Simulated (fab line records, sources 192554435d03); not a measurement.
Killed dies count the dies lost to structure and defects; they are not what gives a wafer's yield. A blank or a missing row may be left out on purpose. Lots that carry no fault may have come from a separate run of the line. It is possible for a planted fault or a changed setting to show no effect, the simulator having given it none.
The same fault as seen by 3 desks	flow n5_finfet	each desk has only its own numbers; what lay behind them comes last

THE DEFECT DESK
Counts from the inspections along the route, per lot, as means over the sampled wafers that have a number. A lot is out of limits, marked OUT, if its mean lies more than 4 standard deviations from the usual mean; the brackets give that distance.
Columns: A = raw_defect_count at N5_BEOL_M1_INSPECT_30, usual 391
lot	first seen here	A
L173	day 6 18:13	388
L179	day 8 12:55	332
L181	day 8 23:38	1315 (+9.9) OUT
L183	day 9 18:21	1432 (+11) OUT
L185	day 10 02:47	453
L186	day 10 15:10	450
L188	day 10 19:44	316
L190	day 11 04:08	337
This desk's verdict: out of limits on L181, L183, starting with L181 at day 8 23:38 (raw_defect_count at N5_BEOL_M1_INSPECT_30). In limits: L173, L179, L185, L186, L188, L190.

THE TOOL OWNER'S DESK: rie_diel-05
The tool's own readings at N5_BEOL_M1_STRIP_19 (strips in O2): means of the sampled wafers that have a number, for each lot that ran on this tool. A lot is out of limits, marked OUT, if its mean lies more than 4 standard deviations from the usual mean; the brackets give that distance.
Columns: A = drypump_motor_current_A at N5_BEOL_M1_STRIP_19, usual 5.6 A; B = oes_product_au at N5_BEOL_M1_STRIP_19, usual 0.75 a.u.; C = rf_vpp_V at N5_BEOL_M1_STRIP_19, usual 3.6 V; D = showerhead_plenum_p_Torr at N5_BEOL_M1_STRIP_19, usual 2.10 Torr; E = throttle_valve_pct at N5_BEOL_M1_STRIP_19, usual 16.80 %
lot	first seen here	A	B	C	D	E
L173	day 6 17:44	5.6	0.74	3.3	2.13	16.78
L179	day 8 12:11	5.5	0.72	4.5	2.13	16.81
L181	day 8 23:02	5.7	0.73	3.3	2.09	16.80
L183	day 9 17:44	5.6	0.72	3.7	2.13	16.81
This desk found nothing out of limits on any of the 4 lots.

AT THE METROLOGY DESK
What the gauges read, lot by lot, whatever tool the lot ran on: means of the sampled wafers that have a number. A lot is out of limits, marked OUT, if its mean lies more than 4 standard deviations from the usual mean; the brackets give that distance. Shown here are 7 of its 10 readings, the ones lying furthest out on some lot.
Columns: A = DIBL_N at N5_BEOL_M4_RC_MEAS_101, usual 36.2 mV/V; B = DIBL_P at N5_BEOL_M4_RC_MEAS_101, usual 36.1 mV/V; C = IOFF_N at N5_BEOL_M4_RC_MEAS_101, usual 0.16 nA/um; D = IOFF_P at N5_BEOL_M4_RC_MEAS_101, usual 0.22 nA/um; E = ION_N at N5_BEOL_M4_RC_MEAS_101, usual 672 uA/um; F = SS_P at N5_BEOL_M4_RC_MEAS_101, usual 73.2 mV/dec; G = VT_N at N5_BEOL_M4_RC_MEAS_101, usual 250 mV
lot	first seen here	A	B	C	D	E	F	G
L173	day 8 13:38	36.9	36.2	0.17	0.23	681	73.5	247
L179	day 10 08:41	37.3	37.8	0.16	0.25	678	73.3	248
L181	day 10 22:03	36.0	36.6	0.16	0.25	678	73.3	249
L183	day 11 13:42	38.2	40.1	0.23	0.27	688	74.2	244
L185	day 12 06:14	37.7	37.8	0.20	0.24	683	74.1	245
L186	day 12 12:28	34.6	34.3	0.14	0.19	656	72.8	251
L188	day 12 22:08	34.9	35.0	0.15	0.23	675	73.0	250
L190	day 13 17:14	38.8	35.7	0.17	0.22	660	73.0	249
This desk found nothing out of limits on any of the 8 lots.

PUT TOGETHER
The defect desk could have raised an alarm at day 8 23:38, on L181, L183.
The desk of the tool owner found nothing out of limits.
The metrology desk saw nothing out of limits.
Tool owner's desk: L181, L183 on record, inside its limits.
The metrology desk has L181, L183 on record, within its limits.
Every lot named ran N5_BEOL_M1_STRIP_19 on rie_diel-05.

WHAT HAD BEEN PUT IN BY THE SIMULATOR
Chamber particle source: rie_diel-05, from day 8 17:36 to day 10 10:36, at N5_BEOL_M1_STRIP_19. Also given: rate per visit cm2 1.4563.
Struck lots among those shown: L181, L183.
Hours from the fault's start to each desk's first reading out of limits: the defect desk, 6.
